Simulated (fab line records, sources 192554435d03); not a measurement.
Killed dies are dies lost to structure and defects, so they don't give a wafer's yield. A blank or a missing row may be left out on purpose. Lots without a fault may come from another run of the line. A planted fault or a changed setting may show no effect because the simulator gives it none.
fab line records | flow n5_finfet
record lots=7 wafers=21
route steps=1938 shown WELL_APT@21 DUMMY_GATE@224 SD_EPI_N@278 HKMG_FIN@392 GATE_CUT@490 MOL_CONTACT_COAG@559 BEOL_M4@1111
start_h: hours from the record's first day to the start of the lot's first wafer shown | wait_h: hours since the lot's step before | " the same as in the row above | L1.1+2: a row that stands for several wafers | - no value, or no start given | * or withheld: withheld | < > ~ a bound
route shown NAME@n: a module of which the file shows steps, and the number in the route of the first | usual: mean/standard deviation of fault-free wafers | same: alike in all rows | chamber/n: place in a boat | sites: the reading at each site | _std_site: their standard deviation | _edge_site: outer sites' mean less inner sites' | radius_mm: how far each site lies from the wafer's centre | mask NAME#n: copy n | behind: the tool/chamber that last shaped the wafer | hold: why the lot was held/for how many hours/how that ended | device: the transistor (n, p or np) that didn't switch | end of line: the same wafers' tests at the end of the route | a step without rows: its recipe alone | killed: dies lost to structure and defects at the first sort, not the wafer's yield | map: a wafer's dies, x killed, . not, _ none there
set.NAME: the setting as run; set.NAME@STEP: as run at that earlier step | model.NAME: the simulator's own value behind a step, which no gauge read
lots whose settings were changed on purpose; a table a step, a row a wafer
## steps
# step N5_WELL_APT_COAT_02
# recipe spin_rpm=1357 resist_thk_nm=950
# columns lot.wafer tool chamber start_h wait_h set.spin_rpm model.coat_of_WELL_APT_COAT_02.thk_nm
L074.2 litho_track-04 0 - - 1357 950.3
L074.3 " 0 " " 1357 949.1
L074.6 " 0 " " 1314 964.8
L075.2 litho_track-05 0 - - 1357 947.4
L075.3 " 0 " " 1357 945.5
L075.6 " 0 " " 1357 947
L084.1 litho_track-04 0 - - 1468 913.4
L084.5 " 0 " " 1468 914.7
L084.6 " 0 " " 1357 952.3
L085.2 litho_track-02 0 - - 1357 950.7
L085.4 " 0 " " 1357 952.9
L085.6 " 0 " " 1357 951.8
L087.3 litho_track-04 0 - - 1357 944.2
L087.4 " 0 " " 1243 987.8
L087.6 " 0 " " 1243 986.4
L088.1 litho_track-05 0 - - 1357 950.3
L088.3 " 0 " " 1357 950.1
L088.4 " 0 " " 1357 948.6
L090.2 litho_track-04 0 - - 1357 951.3
L090.3 " 0 " " 1357 951.6
L090.5 " 0 " " 1294 978.9
# step N5_WELL_APT_EXPOSE_05
# recipe mask_id=NWELL na=0.8 source_shape=conventional sigma_outer=0.8 polarization=unpolarized defocus_nm=0 target_cd_nm=200 dose_mj=20.3
# columns lot.wafer tool chamber start_h wait_h mask set.dose_mj
L074.2 krf_scanner-01 0 13.57 - NWELL#0 20.3
L074.3+6 " 0 " " NWELL#0 20.69
L075.2+3+6 krf_scanner-02 0 19.68 - NWELL#0 20.3
L084.1 krf_scanner-02 0 73.51 - NWELL#0 20.3
L084.5+6 " 0 " " NWELL#0 19.09
L085.2+6 krf_scanner-02 0 79.44 - NWELL#0 20.3
L085.4 " 0 " " NWELL#0 19.68
L087.3+4+6 krf_scanner-01 0 91.52 - NWELL#0 20.3
L088.1+4 krf_scanner-02 0 97.75 - NWELL#0 20.3
L088.3 " 0 " " NWELL#0 19.44
L090.2+5 krf_scanner-01 0 109.39 - NWELL#0 20.3
L090.3 " 0 " " NWELL#0 21.82
# step N5_WELL_APT_PEB_06
# recipe peb_temp_c=130 peb_time_s=90
# step N5_WELL_APT_DEVELOP_07
# recipe develop_time_s=45 rinse_liquid=surfactant_rinse dry=air_spin dev_temp_c=21
# step N5_WELL_APT_HARDBAKE_12
# recipe temp_c=130 time_s=120
# step N5_WELL_APT_CD_MEAS_08
# recipe target_cd_nm=200 landing_energy_ev=500 detector=se_inlens
# usual cd_nm=200.0/1.5
# columns lot.wafer tool chamber start_h wait_h set.dose_mj@WELL_APT_EXPOSE_05 cd_nm
L074.2 cd_sem-01 0 13.74 - 20.3 198.1
L074.3 " 0 " " 20.69 202.9
L074.6 " 0 " " 20.69 202.8
L075.2 cd_sem-03 0 19.85 - 20.3 197.4
L075.3 " 0 " " 20.3 202.6
L075.6 " 0 " " 20.3 197.5
L084.1 cd_sem-03 0 73.69 - 20.3 201.2
L084.5 " 0 " " 19.09 191.1
L084.6 " 0 " " 19.09 190.3
L085.2 cd_sem-01 0 79.61 - 20.3 200.4
L085.4 " 0 " " 19.68 194.3
L085.6 " 0 " " 20.3 200.2
L087.3 cd_sem-03 0 91.68 - 20.3 199.3
L087.4 " 0 " " 20.3 195.6
L087.6 " 0 " " 20.3 197.8
L088.1 cd_sem-03 0 97.93 - 20.3 201.0
L088.3 " 0 " " 19.44 191.3
L088.4 " 0 " " 20.3 199.4
L090.2 cd_sem-02 0 109.56 - 20.3 201.1
L090.3 " 0 " " 21.82 210.9
L090.5 " 0 " " 20.3 196.8
# step N5_WELL_APT_DESCUM_13
# recipe chemistry=O2 time_s=7.9 source_power_w=50 bias_power_w=20 pressure_mtorr=20 rf_frequency_hz=2.712e+07 temp_c=40 o2_flow_sccm=225
# columns lot.wafer tool chamber start_h wait_h set.dose_mj@WELL_APT_EXPOSE_05 model.WELL_APT.cd_nm
L074.2 rie_diel-03 0 13.92 0.1 20.3 198.1
L074.3 " 1 " " 20.69 203.2
L074.6 " 1 " " 20.69 202.9
L075.2 rie_diel-04 0 19.93 0.0 20.3 197.9
L075.3 " 2 " " 20.3 202.6
L075.6 " 2 " " 20.3 197.4
L084.1 rie_diel-06 2 73.78 0.0 20.3 201.4
L084.5 " 2 " " 19.09 191.2
L084.6 " 0 " " 19.09 190.5
L085.2 rie_diel-06 2 79.69 0.0 20.3 200.6
L085.4 " 0 " " 19.68 194
L085.6 " 1 " " 20.3 200.4
L087.3 rie_diel-03 0 91.77 0.0 20.3 199.3
L087.4 " 3 " " 20.3 195.5
L087.6 " 3 " " 20.3 197.5
L088.1 rie_diel-04 0 98.01 0.0 20.3 201.2
L088.3 " 3 " " 19.44 191.2
L088.4 " 2 " " 20.3 199.8
L090.2 rie_diel-03 1 109.65 0.0 20.3 201.2
L090.3 " 3 " " 21.82 210.8
L090.5 " 1 " " 20.3 196.9
# step N5_DUMMY_GATE_COAT_28
# recipe resist=underlayer temp_c=205 time_s=60 spin_rpm=1500 resist_thk_nm=10
# columns lot.wafer tool chamber start_h wait_h set.spin_rpm model.underlayer_of_DUMMY_GATE_COAT_28.thk_nm
L074.2+3 litho_track-03 0 - - 1500 10
L074.6 " 0 " " 1369 10.4
L075.2+3+6 litho_track-03 0 - - 1500 10
L084.1+5 litho_track-01 0 - - 1500 10
L084.6 " 0 " " 1388 10.4
L085.2+4+6 litho_track-01 0 - - 1500 10
L087.3+4 litho_track-03 0 - - 1500 10
L087.6 " 0 " " 1405 10.4
L088.1+3 litho_track-04 0 - - 1628 9.6
L088.4 " 0 " " 1500 10
L090.2+3+5 litho_track-01 0 - - 1500 10
# step N5_SD_EPI_N_ETCH_45
# recipe chemistry=CH3F/O2 target=SiOCN target_depth_a=60 mask_material=SOC ion_energy_ev=60 bias_w=29 pressure_mtorr=15 source_w=410 Ar_flow_sccm=150 CH3F_flow_sccm=30 O2_flow_sccm=20
# columns lot.wafer tool chamber start_h wait_h set.target_depth_a model.etch.depth_nm
L074.2 rie_diel-04 1 49.87 0.1 60 6.008
L074.3 " 3 " " 60 5.879
L074.6 " 0 " " 60 5.955
L075.2 rie_diel-04 3 59.57 0.1 60 5.783
L075.3 " 2 " " 60 5.821
L075.6 " 3 " " 60 5.892
L084.1 rie_diel-06 2 114.29 0.1 60 6.023
L084.5 " 3 " " 63.39 6.574
L084.6 " 1 " " 60 6.081
L085.2 rie_diel-06 3 117.04 0.1 63.39 6.576
L085.4 " 2 " " 60 6.001
L085.6 " 3 " " 60 6.238
L087.3 rie_diel-03 1 127.12 0.1 60 6.042
L087.4 " 0 " " 60 5.981
L087.6 " 2 " " 60 6.008
L088.1 rie_diel-04 1 134.20 0.1 60 6.011
L088.3 " 2 " " 60 5.902
L088.4 " 3 " " 54.65 5.326
L090.2 rie_diel-03 1 146.11 0.1 60 6.065
L090.3 " 3 " " 56.84 5.747
L090.5 " 2 " " 60 5.987
# step N5_SD_EPI_N_EPI_21
# recipe material=Si:P dopant=P temp_c=680 pressure_torr=255 time_s=690
# columns lot.wafer tool chamber start_h wait_h set.epi_growth_time_s model.Si-P_of_SD_EPI_N_EPI_21.thk_nm
L074.2+3 epi_rpcvd-04 0 51.31 0.4 690 59
L074.6 " 0 52.43 1.4 690 59.6
L075.2 epi_rpcvd-02 0 61.28 0.5 690 58
L075.3+6 " 0 " " 690 58.2
L084.1 epi_rpcvd-02 0 115.56 0.1 636.2 54.8
L084.5 " 0 116.68 1.1 690 57.8
L084.6 " 0 " " 690 58.2
L085.2 epi_rpcvd-04 0 119.41 0.7 652.7 57.4
L085.4 " 0 120.41 1.6 652.7 57.2
L085.6 " 0 121.41 2.5 690 59
L087.3 epi_rpcvd-02 0 128.84 0.7 728.4 60.4
L087.4 " 0 " " 690 59.6
L087.6 " 0 " " 690 59.4
L088.1 epi_rpcvd-04 0 135.78 0.3 690 57.6
L088.3+4 " 0 136.78 1.2 634.3 55.2
L090.2 epi_rpcvd-04 0 148.79 0.9 690 59.2
L090.3 " 0 " " 690 59.4
L090.5 " 0 150.78 2.7 690 58.8
# step N5_HKMG_FIN_COAT_43
# recipe resist=CAR-ArF spin_rpm=1500 resist_thk_nm=90
# columns lot.wafer tool chamber start_h wait_h set.spin_rpm model.CAR-ArF_of_HKMG_FIN_COAT_43.thk_nm
L074.2 litho_track-05 0 - - 1393 93.4
L074.3 " 0 " " 1500 89.8
L074.6 " 0 " " 1500 90
L075.2 litho_track-01 0 - - 1500 90.2
L075.3 " 0 " " 1500 90.6
L075.6 " 0 " " 1500 90.4
L084.1 litho_track-01 0 - - 1500 89.8
L084.5+6 " 0 " " 1500 89.6
L085.2+4 litho_track-01 0 - - 1500 90
L085.6 " 0 " " 1394 93.4
L087.3 litho_track-02 0 - - 1450 92.4
L087.4 " 0 " " 1500 90.6
L087.6 " 0 " " 1450 92
L088.1 litho_track-01 0 - - 1500 89.6
L088.3 " 0 " " 1500 90.2
L088.4 " 0 " " 1500 90
L090.2+5 litho_track-02 0 - - 1500 90.4
L090.3 " 0 " " 1500 90.6
# step N5_HKMG_FIN_EBR_45
# recipe solvent=PGMEA ebr_width_mm=1.5
# step N5_HKMG_FIN_SOFTBAKE_44
# recipe temp_c=110 time_s=60 resist=CAR-ArF
# step N5_HKMG_FIN_EXPOSE_46
# recipe mask_id=NDIPOLE na=1.35 source_shape=conventional sigma_outer=0.8 polarization=unpolarized dose_mj=40
# step N5_HKMG_FIN_PEB_47
# recipe peb_temp_c=withheld peb_time_s=60 resist=CAR-ArF
# step N5_HKMG_FIN_DEVELOP_48
# recipe develop_time_s=30 developer=TMAH resist=CAR-ArF rinse_liquid=diw dry=air_spin dev_temp_c=23
# columns lot.wafer tool chamber start_h wait_h set.spin_rpm@HKMG_FIN_COAT_43 model.CAR-ArF_of_HKMG_FIN_COAT_43.thk_nm
L074.2 litho_track-05 0 - - 1393 91.6
L074.3 " 0 " " 1500 88
L074.6 " 0 " " 1500 88.4
L075.2 litho_track-01 0 - - 1500 88.6
L075.3+6 " 0 " " 1500 88.8
L084.1 litho_track-01 0 - - 1500 88.2
L084.5+6 " 0 " " 1500 87.8
L085.2+4 litho_track-05 0 - - 1500 88.2
L085.6 " 0 " " 1394 91.8
L087.3 litho_track-01 0 - - 1450 90.8
L087.4 " 0 " " 1500 89
L087.6 " 0 " " 1450 90.4
L088.1 litho_track-05 0 - - 1500 88
L088.3 " 0 " " 1500 88.6
L088.4 " 0 " " 1500 88.2
L090.2+5 litho_track-01 0 - - 1500 88.8
L090.3 " 0 " " 1500 89
# step N5_HKMG_FIN_DESCUM_53
# recipe chemistry=O2 time_s=7.9 source_power_w=50 bias_power_w=20 pressure_mtorr=20 rf_frequency_hz=2.712e+07 temp_c=40 resist=CAR-ArF o2_flow_sccm=225
# columns lot.wafer tool chamber start_h wait_h set.time_s set.spin_rpm@HKMG_FIN_COAT_43 model.CAR-ArF_of_HKMG_FIN_COAT_43.thk_nm
L074.2 rie_diel-04 2 72.34 0.0 7.9 1393 86.8
L074.3 " 1 " " 7.9 1500 83.2
L074.6 " 0 " " 6.406 1500 84.4
L075.2+6 rie_diel-03 2,0 82.56 0.0 7.9 1500 83.8
L075.3 " 0 " " 7.9 1500 84
L084.1 rie_diel-06 2 135.20 0.0 7.9 1500 83.2
L084.5+6 " 2,1 " " 8.504 1500 82.6
L085.2+4 rie_diel-03 3,0 141.48 0.0 6.572 1500 84.2
L085.6 " 1 " " 7.9 1394 87
L087.3 rie_diel-03 2 147.79 0.0 7.9 1450 86
L087.4 " 3 " " 6.542 1500 85
L087.6 " 3 " " 7.9 1450 85.6
L088.1 rie_diel-03 0 160.76 0.0 7.9 1500 83.2
L088.3 " 1 " " 7.9 1500 83.8
L088.4 " 3 " " 7.9 1500 83.4
L090.2+5 rie_diel-06 1,0 170.77 0.0 7.9 1500 83.8
L090.3 " 3 " " 7.9 1500 84
# step N5_HKMG_FIN_ETCH_54
# recipe chemistry=CF4 target=SiARC target_depth_a=455 mask_material=CAR-ArF time_s=75.8 ion_energy_ev=80 pressure_mtorr=40 source_w=545 bias_w=36 Ar_flow_sccm=100 cf4_flow_sccm=100 ends=cleared
# columns lot.wafer tool chamber start_h wait_h set.spin_rpm@HKMG_FIN_COAT_43 set.time_s@HKMG_FIN_DESCUM_53 model.CAR-ArF_of_HKMG_FIN_COAT_43.thk_nm
L074.2 rie_diel-04 2 72.37 0.0 1393 7.9 54.2
L074.3 " 1 " " 1500 7.9 50.4
L074.6 " 0 " " 1500 6.406 51.8
L075.2 rie_diel-03 2 82.60 0.0 1500 7.9 51.2
L075.3+6 " 0 " " 1500 7.9 51.4
L084.1 rie_diel-06 2 135.24 0.0 1500 7.9 50.6
L084.5 " 2 " " 1500 8.504 50.2
L084.6 " 1 " " 1500 8.504 50
L085.2+4 rie_diel-03 3,0 141.51 0.0 1500 6.572 51.6
L085.6 " 1 " " 1394 7.9 54.4
L087.3 rie_diel-03 2 147.83 0.0 1450 7.9 53.2
L087.4 " 3 " " 1500 6.542 52.2
L087.6 " 3 " " 1450 7.9 53
L088.1 rie_diel-03 0 160.79 0.0 1500 7.9 50.6
L088.3 " 1 " " 1500 7.9 51
L088.4 " 3 " " 1500 7.9 50.8
L090.2 rie_diel-06 1 170.81 0.0 1500 7.9 51.2
L090.3+5 " 3,0 " " 1500 7.9 51.4
# step N5_HKMG_FIN_PWFM_ALD_03
# recipe material=TiN target_thk_a=20 temp_c=400 ald_precursor_family=TiCl4 ald_co_reactant=NH3 pulse_time_s=1 purge_time_s=3 co_reactant_purge_time_s=2 co_reactant_pulse_time_s=2 ald_cycles=91 pressure_torr=3
# columns lot.wafer tool chamber start_h wait_h set.ald_cycles
L074.2 ald_metal-03 2 74.83 0.0 91
L074.3+6 " 1 " " 81
L075.2+3+6 ald_metal-04 3,0,0 85.07 0.0 91
L084.1+5+6 ald_metal-03 2,2,3 137.65 0.0 82
L085.2+4+6 ald_metal-03 2,0,1 144.15 0.0 81
L087.3+6 ald_metal-01 1,0 150.24 0.0 104
L087.4 " 3 " " 91
L088.1+3+4 ald_metal-03 2,1,3 163.38 0.0 91
L090.2+3+5 ald_metal-01 3,2,0 173.30 0.0 91
# step N5_HKMG_FIN_DESCUM_17
# recipe chemistry=O2 time_s=7.9 source_power_w=50 bias_power_w=20 pressure_mtorr=20 rf_frequency_hz=2.712e+07 temp_c=40 resist=CAR-ArF o2_flow_sccm=225
# columns lot.wafer tool chamber start_h wait_h set.time_s model.CAR-ArF_of_HKMG_FIN_COAT_06.thk_nm
L074.2 rie_diel-04 1 75.63 0.0 6.729 84.2
L074.3+6 " 2 " " 6.729 84.4
L075.2+3+6 rie_diel-03 1,3,2 86.37 0.4 7.9 83.8
L084.1 rie_diel-03 0 138.45 0.0 6.181 85
L084.5 " 1 " " 7.9 84.2
L084.6 " 2 " " 6.181 84.8
L085.2 rie_diel-03 3 144.95 0.0 7.9 83.4
L085.4+6 " 0 " " 6.704 84.2
L087.3 rie_diel-06 0 151.17 0.0 7.9 83.4
L087.4 " 1 " " 7.9 83
L087.6 " 3 " " 6.913 84
L088.1 rie_diel-03 1 164.79 0.5 8.553 83.4
L088.3 " 3 " " 7.9 83.8
L088.4 " 2 " " 8.553 83.6
L090.2 rie_diel-03 0 174.24 0.0 7.9 83.4
L090.3 " 1 " " 7.9 83.2
L090.5 " 2 " " 7.9 83.6
# step N5_HKMG_FIN_ETCH_31
# recipe chemistry=CF4 target=SiARC target_depth_a=455 mask_material=CAR-ArF time_s=75.8 ion_energy_ev=80 pressure_mtorr=40 source_w=545 bias_w=36 Ar_flow_sccm=100 cf4_flow_sccm=100 ends=cleared
# columns lot.wafer tool chamber start_h wait_h set.time_s@HKMG_FIN_DESCUM_17 model.CAR-ArF_of_HKMG_FIN_COAT_06.thk_nm
L074.2+3+6 rie_diel-04 1,2,2 75.66 0.0 6.729 51.8
L075.2+6 rie_diel-03 1,2 86.40 0.0 7.9 51.2
L075.3 " 3 " " 7.9 51
L084.1 rie_diel-03 0 138.49 0.0 6.181 52.6
L084.5 " 1 " " 7.9 51.6
L084.6 " 2 " " 6.181 52.4
L085.2 rie_diel-03 3 144.99 0.0 7.9 51
L085.4 " 0 " " 6.704 51.8
L085.6 " 0 " " 6.704 51.6
L087.3 rie_diel-06 0 151.21 0.0 7.9 50.8
L087.4 " 1 " " 7.9 50.4
L087.6 " 3 " " 6.913 51.4
L088.1+4 rie_diel-03 1,2 164.83 0.0 8.553 50.8
L088.3 " 3 " " 7.9 51.2
L090.2 rie_diel-03 0 174.28 0.0 7.9 50.8
L090.3 " 1 " " 7.9 50.6
L090.5 " 2 " " 7.9 51
# step N5_GATE_CUT_DESCUM_18
# recipe chemistry=O2 time_s=7 source_power_w=50 bias_power_w=20 pressure_mtorr=20 rf_frequency_hz=2.712e+07 temp_c=40 resist=CAR-EUV o2_flow_sccm=225
# columns lot.wafer tool chamber start_h wait_h set.time_s model.CAR-EUV_of_GATE_CUT_COAT_07.thk_nm
L074.2 rie_diel-01 1 83.72 0.0 7 26.2
L074.3 " 2 " " 6.081 26.6
L074.6 " 2 " " 7 26
L075.2+3+6 rie_diel-02 3,2,1 94.58 0.0 7 26.2
L084.1+6 rie_diel-02 2,0 146.65 0.0 7 26
L084.5 " 2 " " 8.253 25.4
L085.2+4 rie_diel-01 3,0 153.49 0.4 8.301 25.4
L085.6 " 0 " " 7 26
L087.3 rie_diel-05 2 159.45 0.0 7 26
L087.4 " 0 " " 8.468 25.4
L087.6 " 3 " " 8.468 25.2
L088.1 rie_diel-05 2 173.07 0.0 6.378 26.4
L088.3+4 " 3,1 " " 7 26
L090.2+5 rie_diel-05 2 182.82 0.0 7 26.2
L090.3 " 1 " " 5.849 26.8
# step N5_GATE_CUT_ETCH_28
# recipe chemistry=N2/H2 target=underlayer target_depth_a=130 mask_material=CAR-EUV time_s=10.4 ion_energy_ev=200 pressure_mtorr=30 source_w=840 bias_w=150 n2_flow_sccm=200 h2_flow_sccm=200 ends=cleared
# columns lot.wafer tool chamber start_h wait_h set.time_s@GATE_CUT_DESCUM_18 model.CAR-EUV_of_GATE_CUT_COAT_07.thk_nm
L074.2+6 rie_diel-01 1,2 83.76 0.0 7 14.6
L074.3 " 2 " " 6.081 15.2
L075.2 rie_diel-02 3 94.61 0.0 7 14.6
L075.3+6 " 2,1 " " 7 14.8
L084.1+6 rie_diel-02 2,0 146.69 0.0 7 14.6
L084.5 " 2 " " 8.253 14
L085.2+4 rie_diel-01 3,0 153.53 0.0 8.301 14
L085.6 " 0 " " 7 14.6
L087.3 rie_diel-05 2 159.49 0.0 7 14.6
L087.4 " 0 " " 8.468 13.8
L087.6 " 3 " " 8.468 13.6
L088.1 rie_diel-05 2 173.10 0.0 6.378 15
L088.3+4 " 3,1 " " 7 14.6
L090.2+5 rie_diel-05 2 182.85 0.0 7 14.8
L090.3 " 1 " " 5.849 15.4
# step N5_MOL_CONTACT_COAG_ALD_27
# recipe material=SiOC target_thk_a=170 temp_c=400 ald_precursor_family=carbosiloxane ald_co_reactant=H2-plasma pulse_time_s=1.5 time_s=2720 purge_time_s=2 co_reactant_purge_time_s=2 ald_cycles=340 pressure_torr=2
# columns lot.wafer tool chamber start_h wait_h set.time_s model.SiOC_of_MOL_CONTACT_COAG_ALD_27.thk_nm
L074.2+3 ald_sin-01 0,1 100.05 2.7 3156 17
L074.6 " 3 " " 2720 17
L075.2+3+6 ald_sin-01 0,1,1 105.11 0.2 2720 17
L084.1 ald_sin-03 3 158.01 0.0 2991 17
L084.5 " 2 " " 2720 16.8
L084.6 " 1 " " 2720 17
L085.2+4+6 ald_sin-01 1,2,1 165.87 0.0 2720 17
L087.3 ald_sin-01 2 169.02 0.2 2255 14.2
L087.4 " 3 " " 2720 17
L087.6 " 0 " " 2255 14
L088.1 ald_sin-03 3 186.47 0.0 3160 17
L088.3 " 1 " " 2720 16.8
L088.4 " 0 " " 2720 17
L090.2 ald_sin-04 0 197.51 2.0 2720 17
L090.3 " 3 " " 2389 14.8
L090.5 " 3 " " 2389 15
# step N5_BEOL_M4_RC_MEAS_101
# usual VT_P=-251/3
# columns lot.wafer tool chamber start_h wait_h set.ald_cycles@HKMG_FIN_PWFM_ALD_03 VT_P[mV]
L074.2 prober-01 0 205.17 0.2 91 -251
L074.3 " 0 " " 81 -262
L074.6 " 0 " " 81 -259
L075.2 prober-02 0 207.85 0.2 91 -248
L075.3 " 0 " " 91 -252
L075.6 " 0 " " 91 -253
L084.1 prober-02 0 264.42 0.0 82 -256
L084.5 " 0 " " 82 -257
L084.6 " 0 " " 82 -255
L087.3 prober-01 0 271.18 0.3 104 -238
L087.4 " 0 " " 91 -253
L087.6 " 0 " " 104 -240
L085.2 prober-02 0 272.94 0.2 81 -259
L085.4 " 0 " " 81 -261
L085.6 " 0 " " 81 -262
L088.1 prober-02 0 302.11 0.0 91 -251
L088.3 " 0 " " 91 -253
L088.4 " 0 " " 91 -251
L090.2 prober-02 0 304.09 0.2 91 -250
L090.3 " 0 " " 91 -248
L090.5 " 0 " " 91 -252
## key
split step=N5_WELL_APT_COAT_02 setting=spin_rpm stated=1357 by=wafer
response step=N5_WELL_APT_COAT_02 reading=model.coat_of_WELL_APT_COAT_02.thk_nm change=-5.02 per=1% r=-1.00
split step=N5_WELL_APT_EXPOSE_05 setting=dose_mj stated=20.3 by=wafer
response step=N5_WELL_APT_CD_MEAS_08 reading=cd_nm change=+1.77 per=1% r=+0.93
response step=N5_WELL_APT_DESCUM_13 reading=model.WELL_APT.cd_nm change=+1.79 per=1% r=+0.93
split step=N5_DUMMY_GATE_COAT_28 setting=spin_rpm stated=1500 by=wafer
response step=N5_DUMMY_GATE_COAT_28 reading=model.underlayer_of_DUMMY_GATE_COAT_28.thk_nm change=-0.0507 per=1% r=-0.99
split step=N5_SD_EPI_N_ETCH_45 setting=target_depth_a stated=60 by=wafer
response step=N5_SD_EPI_N_ETCH_45 reading=model.etch.depth_nm change=+0.0737 per=1% r=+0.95
split step=N5_SD_EPI_N_EPI_21 setting=epi_growth_time_s stated=690 by=wafer
response step=N5_SD_EPI_N_EPI_21 reading=model.Si-P_of_SD_EPI_N_EPI_21.thk_nm change=+0.314 per=1% r=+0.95
split step=N5_HKMG_FIN_COAT_43 setting=spin_rpm stated=1500 by=wafer
response step=N5_HKMG_FIN_COAT_43 reading=model.CAR-ArF_of_HKMG_FIN_COAT_43.thk_nm change=-0.485 per=1% r=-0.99
response step=N5_HKMG_FIN_DEVELOP_48 reading=model.CAR-ArF_of_HKMG_FIN_COAT_43.thk_nm change=-0.492 per=1% r=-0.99
response step=N5_HKMG_FIN_DESCUM_53 reading=model.CAR-ArF_of_HKMG_FIN_COAT_43.thk_nm change=-0.392 per=1% r=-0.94
response step=N5_HKMG_FIN_ETCH_54 reading=model.CAR-ArF_of_HKMG_FIN_COAT_43.thk_nm change=-0.401 per=1% r=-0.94
split step=N5_HKMG_FIN_DESCUM_53 setting=time_s stated=7.9 by=wafer
response step=N5_HKMG_FIN_DESCUM_53 reading=model.CAR-ArF_of_HKMG_FIN_COAT_43.thk_nm slope=-0.06 per=1% together_with=spin_rpm@HKMG_FIN_COAT_43 explained=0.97
response step=N5_HKMG_FIN_ETCH_54 reading=model.CAR-ArF_of_HKMG_FIN_COAT_43.thk_nm slope=-0.0636 per=1% together_with=spin_rpm@HKMG_FIN_COAT_43 explained=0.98
split step=N5_HKMG_FIN_PWFM_ALD_03 setting=ald_cycles stated=91 by=wafer
response step=N5_BEOL_M4_RC_MEAS_101 reading=VT_P slope=+0.925 per=1% together_with=none explained=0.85
split step=N5_HKMG_FIN_DESCUM_17 setting=time_s stated=7.9 by=wafer
response step=N5_HKMG_FIN_DESCUM_17 reading=model.CAR-ArF_of_HKMG_FIN_COAT_06.thk_nm change=-0.0429 per=1% r=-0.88
response step=N5_HKMG_FIN_ETCH_31 reading=model.CAR-ArF_of_HKMG_FIN_COAT_06.thk_nm change=-0.0469 per=1% r=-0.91
split step=N5_GATE_CUT_DESCUM_18 setting=time_s stated=7 by=wafer
response step=N5_GATE_CUT_DESCUM_18 reading=model.CAR-EUV_of_GATE_CUT_COAT_07.thk_nm change=-0.0348 per=1% r=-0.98
response step=N5_GATE_CUT_ETCH_28 reading=model.CAR-EUV_of_GATE_CUT_COAT_07.thk_nm change=-0.0381 per=1% r=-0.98
split step=N5_MOL_CONTACT_COAG_ALD_27 setting=time_s stated=2720 by=wafer
response step=N5_MOL_CONTACT_COAG_ALD_27 reading=model.SiOC_of_MOL_CONTACT_COAG_ALD_27.thk_nm shape=bent at_lowest=14.1 at_stated=16.97 at_highest=17
